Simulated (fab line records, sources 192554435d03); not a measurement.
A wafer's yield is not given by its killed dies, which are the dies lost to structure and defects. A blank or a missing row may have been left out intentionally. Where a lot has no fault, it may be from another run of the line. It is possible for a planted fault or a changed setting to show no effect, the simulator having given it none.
fab line records	flow n5Finfet	part 1 of 2: steps 1 to 4 of 6
record: lots: 24	wafers: 72	lastDay: 18
route steps=1938 shown BEOL_M2@899 BEOL_M3@947
lots that met no fault: taken from a fault-free run of the same line
startH: start of the lot's first displayed wafer, in hours after the record's first day	waitH: hours since the lot's step before	" repeats the value in the row above	L1.1+2: one row covering several wafers at once	- no value present, or no start provided	* or withheld: withheld	< > ~ a bound
route shown NAME@n: names a module that has steps shown in the file, with the first one's number in the route	usual: mean/standard deviation taken from wafers without a fault	same: alike in all rows	chamber/n: place in a boat	sites: the reading at each site	_std_site: standard deviation of those values	_edge_site: inner sites' mean taken away from outer sites' mean	radiusMm: for every site, how far away it sits from the centre of the wafer	mask NAME#n: copy n	behind: the last tool/chamber to shape the wafer	hold: why the lot was held/for how many hours/how that ended	device: the n, p or np transistor that did not switch	end of line: tests run on the same wafers once the route is complete	a step given without rows: its recipe and nothing more	killed: the dies lost at the first sort to structure and to defects; this is not the yield of the wafer	map: a wafer's dies, x killed, . not, _ none there
set.NAME: the setting the step ran with; set.NAME@STEP: the setting that earlier step ran with	model.NAME: the simulator's own value behind a step, which no gauge read
route steps across a sampled set of lots; one table per step, one row per wafer
services: the hour from which a tool's chamber was out of use, counted from the record's first day as startH (under 0 if before that day), plus the number of hours and why
== steps ==
step: N5_BEOL_M2_DEGAS_44
recipe: ambient: vacuum	tempC: 250	timeS: 60
usual: heaterPowerW: 332/21
lot.wafer	tool	chamber	startH	waitH	heaterPowerW
L074.3	pvdSputter-02	-	138.83	0.1	337
L074.4	"	-	"	"	301
L074.5	"	-	"	"	340
L075.2	pvdSputter-02	-	142.27	0.1	339
L075.5	"	-	"	"	343
L075.6	"	-	"	"	307
L076.1	pvdSputter-02	-	157.67	0.3	306
L076.4	"	-	"	"	356
L076.6	"	-	"	"	345
L079.3	pvdSputter-02	-	174.69	0.5	344
L079.4	"	-	"	"	346
L079.6	"	-	"	"	350
L077.3	pvdSputter-03	-	174.73	0.5	357
L077.5	"	-	"	"	309
L077.6	"	-	"	"	349
L080.3	pvdSputter-03	-	178.25	0.4	314
L080.4	"	-	"	"	363
L080.5	"	-	"	"	356
L078.1	pvdSputter-03	-	178.33	0.4	356
L078.2	"	-	"	"	316
L078.5	"	-	"	"	359
L081.1	pvdSputter-02	-	182.71	0.2	329
L081.5	"	-	"	"	302
L081.6	"	-	"	"	335
L082.2	pvdSputter-03	-	185.63	0.2	358
L082.3	"	-	"	"	310
L082.6	"	-	"	"	324
L083.2	pvdSputter-02	-	188.97	0.4	304
L083.5	"	-	"	"	337
L083.6	"	-	"	"	336
L084.1	pvdSputter-02	-	206.36	0.2	336
L084.3	"	-	"	"	348
L084.4	"	-	"	"	301
L085.1	pvdSputter-02	-	206.74	0.1	301
L085.4	"	-	"	"	342
L085.6	"	-	"	"	340
L086.1	pvdSputter-03	-	217.19	0.5	358
L086.3	"	-	"	"	323
L086.5	"	-	"	"	354
L087.1	pvdSputter-03	-	229.98	0.5	355
L087.4	"	-	"	"	309
L087.5	"	-	"	"	305
L088.1	pvdSputter-02	-	241.03	1.0	344
L088.3	"	-	"	"	339
L088.4	"	-	"	"	304
L089.1	pvdSputter-01	-	242.68	0.4	365
L089.4	"	-	"	"	330
L089.5	"	-	"	"	294
L090.1	pvdSputter-03	-	242.70	0.4	323
L090.2	"	-	"	"	325
L090.5	"	-	"	"	349
L092.2	pvdSputter-02	-	249.01	0.9	346
L092.3	"	-	"	"	303
L092.4	"	-	"	"	339
L091.2	pvdSputter-01	-	249.10	0.5	295
L091.3	"	-	"	"	280
L091.6	"	-	"	"	338
L093.1	pvdSputter-02	-	254.00	0.7	336
L093.3	"	-	"	"	343
L093.6	"	-	"	"	305
L094.2	pvdSputter-02	-	266.34	0.0	339
L094.3	"	-	"	"	348
L094.5	"	-	"	"	334
L095.1	pvdSputter-01	-	271.32	0.8	357
L095.3	"	-	"	"	285
L095.4	"	-	"	"	352
L097.1	pvdSputter-02	-	276.96	0.3	340
L097.3	"	-	"	"	338
L097.5	"	-	"	"	331
L096.1	pvdSputter-02	-	282.00	0.9	344
L096.3	"	-	"	"	308
L096.5	"	-	"	"	301
step: N5_BEOL_M2_ANNEAL_51
recipe: tempC: 225	timeS: 90	ambient: N2
usual: wafer_temp_C_max: 226.2/0.37
lot.wafer	tool	chamber	startH	waitH	wafer_temp_C_max
L074.3	rtpAnneal-02	0	141.50	0.1	226.7
L074.4	"	0	"	"	226.2
L074.5	"	0	"	"	226.0
L075.2	rtpAnneal-02	0	144.93	0.1	226.1
L075.5	"	0	"	"	226.5
L075.6	"	0	"	"	226.6
L076.1	rtpAnneal-01	0	161.90	0.1	225.8
L076.4	"	0	"	"	226.2
L076.6	"	0	"	"	225.8
L079.3	rtpAnneal-01	0	177.31	0.1	225.6
L079.4	"	0	"	"	225.8
L079.6	"	0	"	"	225.9
L077.3	rtpAnneal-02	0	178.62	0.1	226.6
L077.5	"	0	"	"	226.6
L077.6	"	0	"	"	226.1
L080.3	rtpAnneal-01	0	181.17	0.1	226.2
L080.4	"	0	"	"	225.7
L080.5	"	0	"	"	226.0
L078.1	rtpAnneal-02	0	182.59	0.1	226.3
L078.2	"	0	"	"	226.3
L078.5	"	0	"	"	226.5
L081.1	rtpAnneal-02	0	185.54	0.1	226.0
L081.5	"	0	"	"	226.7
L081.6	"	0	"	"	227.0
L082.2	rtpAnneal-01	0	188.27	0.1	225.7
L082.3	"	0	"	"	226.3
L082.6	"	0	"	"	226.0
L083.2	rtpAnneal-02	0	191.89	0.2	226.6
L083.5	"	0	"	"	226.3
L083.6	"	0	"	"	226.7
L084.1	rtpAnneal-02	0	208.88	0.1	226.9
L084.3	"	0	"	"	226.7
L084.4	"	0	"	"	226.0
L085.1	rtpAnneal-01	0	209.69	0.1	226.0
L085.4	"	0	"	"	225.5
L085.6	"	0	"	"	225.8
L086.1	rtpAnneal-01	0	221.56	0.1	225.9
L086.3	"	0	"	"	226.0
L086.5	"	0	"	"	225.6
L087.1	rtpAnneal-02	0	232.72	0.1	226.5
L087.4	"	0	"	"	226.4
L087.5	"	0	"	"	226.7
L088.1	rtpAnneal-01	0	243.95	0.2	225.9
L088.3	"	0	"	"	225.7
L088.4	"	0	"	"	226.1
L089.1	rtpAnneal-02	0	245.28	0.1	226.5
L089.4	"	0	"	"	226.4
L089.5	"	0	"	"	226.5
L090.1	rtpAnneal-02	0	245.55	0.1	225.9
L090.2	"	0	"	"	226.2
L090.5	"	0	"	"	226.1
L092.2	rtpAnneal-02	0	251.85	0.1	226.4
L092.3	"	0	"	"	226.1
L092.4	"	0	"	"	226.8
L091.2	rtpAnneal-02	0	253.94	0.4	226.6
L091.3	"	0	"	"	226.4
L091.6	"	0	"	"	226.2
L093.1	rtpAnneal-01	0	256.50	0.1	226.1
L093.3	"	0	"	"	226.1
L093.6	"	0	"	"	225.9
L094.2	rtpAnneal-01	0	270.77	0.1	225.4
L094.3	"	0	"	"	225.4
L094.5	"	0	"	"	225.7
L095.1	rtpAnneal-02	0	274.37	0.3	226.1
L095.3	"	0	"	"	226.6
L095.4	"	0	"	"	226.3
L097.1	rtpAnneal-02	0	281.41	0.1	226.4
L097.3	"	0	"	"	226.5
L097.5	"	0	"	"	226.8
L096.1	rtpAnneal-02	0	284.74	0.1	226.9
L096.3	"	0	"	"	226.2
L096.5	"	0	"	"	226.7
step: N5_BEOL_M2_PRE_CLEAN_60
recipe: gas: NH3/H2	timeS: 15	tempC: *	rfPowerW: 300
usual: heaterPowerW: 85/7.5	rfFwdPowerW: 297.6/1
lot.wafer	tool	chamber	startH	waitH	heaterPowerW	rfFwdPowerW
L074.3	cvdCo-01	1	142.05	0.1	85	298.3
L074.4	"	2	"	"	81	296.4
L074.5	"	2	"	"	80	295.2
L075.2	cvdCo-01	1	145.62	0.0	87	298.6
L075.5	"	1	"	"	86	298.1
L075.6	"	2	"	"	81	297.0
L076.1	cvdCo-02	0	162.53	0.0	79	297.0
L076.4	"	1	"	"	71	298.8
L076.6	"	2	"	"	89	296.7
L079.3	cvdCo-01	0	177.89	0.1	95	298.0
L079.4	"	2	"	"	82	295.7
L079.6	"	1	"	"	86	298.4
L077.3	cvdCo-01	1	179.16	0.0	85	299.2
L077.5	"	0	"	"	93	296.3
L077.6	"	2	"	"	82	297.0
L080.3	cvdCo-01	0	181.71	0.0	92	298.3
L080.4	"	1	"	"	86	297.4
L080.5	"	2	"	"	80	296.6
L078.1	cvdCo-02	2	183.23	0.0	90	297.5
L078.2	"	1	"	"	70	298.0
L078.5	"	2	"	"	91	298.1
L081.1	cvdCo-01	2	186.29	0.2	81	297.9
L081.5	"	1	"	"	86	298.9
L081.6	"	0	"	"	94	299.2
L082.2	cvdCo-01	1	188.85	0.0	84	299.1
L082.3	"	2	"	"	80	295.3
L082.6	"	1	"	"	86	298.7
L083.2	cvdCo-01	1	192.70	0.0	86	298.9
L083.5	"	2	"	"	81	297.5
L083.6	"	0	"	"	98	297.1
L084.1	cvdCo-01	2	209.50	0.0	81	297.0
L084.3	"	1	"	"	87	298.0
L084.4	"	2	"	"	82	297.4
L085.1	cvdCo-02	0	210.51	0.2	79	298.5
L085.4	"	0	"	"	81	298.3
L085.6	"	2	"	"	94	297.0
L086.1	cvdCo-01	2	222.21	0.1	84	297.4
L086.3	"	1	"	"	84	299.5
L086.5	"	2	"	"	83	297.7
L087.1	cvdCo-01	2	233.35	0.0	84	296.0
L087.4	"	2	"	"	79	296.1
L087.5	"	0	"	"	94	298.1
L088.1	cvdCo-01	1	244.59	0.0	85	297.5
L088.3	"	0	"	"	97	298.1
L088.4	"	2	"	"	84	297.1
L089.1	cvdCo-01	0	245.91	0.0	95	297.5
L089.4	"	1	"	"	83	297.9
L089.5	"	0	"	"	96	297.5
L090.1	cvdCo-02	0	246.18	0.0	80	295.3
L090.2	"	1	"	"	73	297.1
L090.5	"	1	"	"	72	297.1
L092.2	cvdCo-01	1	252.43	0.0	85	298.8
L092.3	"	2	"	"	81	297.1
L092.4	"	2	"	"	79	296.7
L091.2	cvdCo-02	2	254.52	0.0	92	298.1
L091.3	"	1	"	"	71	299.9
L091.6	"	0	"	"	80	297.2
L093.1	cvdCo-01	2	257.13	0.0	82	295.0
L093.3	"	0	"	"	97	297.3
L093.6	"	1	"	"	83	298.4
L094.2	cvdCo-02	2	271.35	0.0	94	296.9
L094.3	"	1	"	"	72	297.2
L094.5	"	1	"	"	70	298.3
L095.1	cvdCo-01	2	275.00	0.0	82	297.2
L095.3	"	0	"	"	96	297.9
L095.4	"	1	"	"	84	298.5
L097.1	cvdCo-01	0	282.04	0.0	98	296.9
L097.3	"	1	"	"	87	297.4
L097.5	"	1	"	"	85	298.0
L096.1	cvdCo-02	2	285.37	0.0	93	298.4
L096.3	"	0	"	"	80	299.2
L096.5	"	2	"	"	94	296.7
step: N5_BEOL_M3_DESCUM_16
recipe: chemistry: O2	timeS: 7	sourcePowerW: 50	biasPowerW: 20	pressureMtorr: 20	rfFrequencyHz: 2.712e+07	tempC: 40	resist: CAR-EUV	o2FlowSccm: 225
usual: drypumpMotorCurrentA: 5.9/0.39	oesProductAu: 0.75/0.063	rfFwdPowerW: 49.27/0.23	rfVppV: 243.4/1.6	showerheadPlenumPTorr: 2.10/0.087	throttleValvePct: 20.44/0.26
lot.wafer	tool	chamber	startH	waitH	drypumpMotorCurrentA	oesProductAu	rfFwdPowerW	rfHoursCounterH	rfVppV	showerheadPlenumPTorr	throttleValvePct
L074.3	rieDiel-05	3	143.30	0.2	5.8	0.73	48.90	175	246.2	2.17	20.56
L074.4	"	1	"	"	6.1	0.71	49.06	207	240.8	1.98	19.99
L074.5	"	3	"	"	5.8	0.73	48.94	-	245.1	2.17	20.55
L075.2	rieDiel-06	0	147.14	0.1	4.9	0.69	48.92	239	242.8	1.99	21.06
L075.5	"	0	"	"	4.9	0.69	48.98	-	240.6	1.99	21.06
L075.6	"	1	"	"	5.8	0.88	49.75	-	243.6	2.13	20.26
L076.1	rieDiel-05	2	164.81	0.7	5.6	0.69	49.45	233	244.2	2.16	20.75
L076.4	"	1	"	"	6.1	0.71	49.22	214	242.0	1.97	20.00
L076.6	"	2	"	"	5.6	0.69	49.28	-	243.4	2.16	20.74
L079.3	rieDiel-06	3	181.86	0.0	6.3	0.80	49.35	87	243.6	2.11	20.41
L079.4	"	0	"	"	4.9	0.70	49.15	249	240.5	1.99	21.09
L079.6	"	2	"	"	6.3	0.71	49.42	-	243.0	2.10	20.49
L077.3	rieDiel-05	1	182.12	0.0	6.1	0.70	49.34	218	240.7	1.97	20.02
L077.5	"	0	"	"	5.5	0.74	49.31	-	241.6	2.01	20.62
L077.6	"	3	"	"	5.8	0.72	48.69	-	244.0	2.17	20.58
L080.3	rieDiel-06	2	182.99	0.0	6.3	0.72	49.29	200	244.2	2.10	20.48
L080.4	"	3	"	"	6.3	0.80	49.57	88	244.3	2.11	20.42
L080.5	"	3	"	"	6.3	0.81	49.56	-	242.0	2.11	20.41
L078.1	rieDiel-01	2	186.60	0.8	6.4	0.73	49.21	177	242.0	1.99	20.22
L078.2	"	0	"	"	5.5	0.81	49.29	74	245.1	2.22	20.55
L078.5	"	3	"	"	5.7	0.72	49.34	-	244.3	2.16	20.32
L081.1	rieDiel-05	1	189.12	0.0	6.1	0.71	49.25	221	242.5	1.97	20.01
L081.5	"	0	"	"	5.5	0.76	49.34	-	242.3	2.01	20.64
L081.6	"	1	"	"	6.1	0.70	49.17	-	241.4	1.97	20.02
L082.2	rieDiel-05	2	191.66	0.5	5.6	0.69	49.31	241	244.8	2.16	20.74
L082.3	"	3	"	"	5.7	0.72	48.79	189	245.6	2.17	20.56
L082.6	"	3	"	"	5.8	0.72	48.93	-	244.8	2.17	20.58
L083.2	rieDiel-06	2	193.82	0.0	6.3	0.71	49.16	204	241.7	2.09	20.47
L083.5	"	0	"	"	4.9	0.69	49.02	-	242.6	1.98	21.08
L083.6	"	1	"	"	5.9	0.85	49.53	-	243.6	2.12	20.30
L084.1	rieDiel-05	2	210.57	0.0	5.6	0.68	49.15	247	244.3	2.16	20.75
L084.3	"	1	"	"	6.1	0.70	49.19	227	240.3	1.97	20.02
L084.4	"	0	"	"	5.5	0.76	49.46	143	242.3	2.01	20.66
L085.1	rieDiel-05	0	212.78	0.1	5.5	0.75	49.40	144	241.4	2.01	20.66
L085.4	"	2	"	"	5.6	0.67	49.26	247	243.6	2.16	20.76
L085.6	"	1	"	"	6.1	0.70	48.93	-	242.1	1.97	20.02
L086.1	rieDiel-01	2	226.18	0.0	6.4	0.72	49.18	186	243.0	1.99	20.24
L086.3	"	3	"	"	5.7	0.70	49.34	211	244.3	2.16	20.34
L086.5	"	1	"	"	6.3	0.77	49.60	-	245.1	2.19	20.12
L087.1	rieDiel-01	2	235.94	0.0	6.4	0.73	49.16	189	241.2	1.99	20.24
L087.4	"	1	"	"	6.3	0.78	49.65	168	243.1	2.19	20.10
L087.5	"	1	"	"	6.3	0.77	49.65	-	244.9	2.19	20.11
L088.1	rieDiel-01	0	246.15	0.0	5.5	0.80	48.97	91	244.3	2.21	20.57
L088.3	"	1	"	"	6.3	0.76	49.46	171	243.9	2.19	20.13
L088.4	"	2	"	"	6.4	0.72	49.27	192	240.8	1.98	20.23
L089.1	rieDiel-01	2	248.45	0.0	6.4	0.72	49.38	193	240.5	1.98	20.24
L089.4	"	1	"	"	6.3	0.77	49.83	172	245.0	2.19	20.14
L089.5	"	2	"	"	6.4	0.72	49.46	-	240.7	1.98	20.25
L090.1	rieDiel-01	2	248.68	0.1	6.4	0.72	49.44	193	242.4	1.98	20.24
L090.2	"	3	"	"	5.7	0.71	49.29	217	243.3	2.15	20.37
L090.5	"	3	"	"	5.7	0.71	49.40	-	244.1	2.15	20.37
L092.2	rieDiel-01	0	254.40	0.5	5.5	0.80	49.34	93	244.8	2.21	20.55
L092.3	"	2	"	"	6.4	0.71	49.08	195	242.1	1.98	20.25
L092.4	"	3	"	"	5.7	0.71	49.36	220	242.9	2.15	20.37
L091.2	rieDiel-05	3	257.22	0.2	5.8	0.71	48.74	212	244.8	2.16	20.60
L091.3	"	0	"	"	5.5	0.74	49.07	160	241.9	2.00	20.69
L091.6	"	3	"	"	5.8	0.70	48.86	-	244.3	2.16	20.59
L093.1	rieDiel-05	3	258.30	0.0	5.8	0.71	48.82	212	244.2	2.16	20.61
L093.3	"	1	"	"	6.1	0.69	49.23	245	241.7	1.96	20.05
L093.6	"	3	"	"	5.8	0.70	48.74	-	244.5	2.16	20.61
L094.2	rieDiel-01	3	273.75	0.0	5.7	0.71	49.24	225	244.4	2.15	20.38
L094.3	"	0	"	"	5.5	0.79	49.58	99	245.8	2.21	20.58
L094.5	"	0	"	"	5.5	0.79	49.42	-	244.3	2.21	20.59
L095.1	rieDiel-05	1	277.24	0.0	6.1	0.68	49.40	249	242.9	1.96	20.09
L095.3	"	3	"	"	5.8	0.69	48.83	216	244.1	2.16	20.61
L095.4	"	0	"	"	5.5	0.73	49.18	166	241.9	2.00	20.68
L097.1	rieDiel-01	1	283.63	0.0	6.3	0.75	49.49	184	242.8	2.19	20.14
L097.3	"	0	"	"	5.5	0.79	49.23	103	246.2	2.21	20.60
L097.5	"	1	"	"	6.3	0.76	49.26	-	244.2	2.19	20.14
L096.1	rieDiel-06	0	286.34	0.0	4.9	0.95	49.03	11	246.1	2.25	20.68
L096.3	"	3	"	"	6.3	0.76	49.46	121	242.1	2.10	20.47
L096.5	"	2	"	"	6.3	0.69	49.20	-	241.9	2.09	20.53
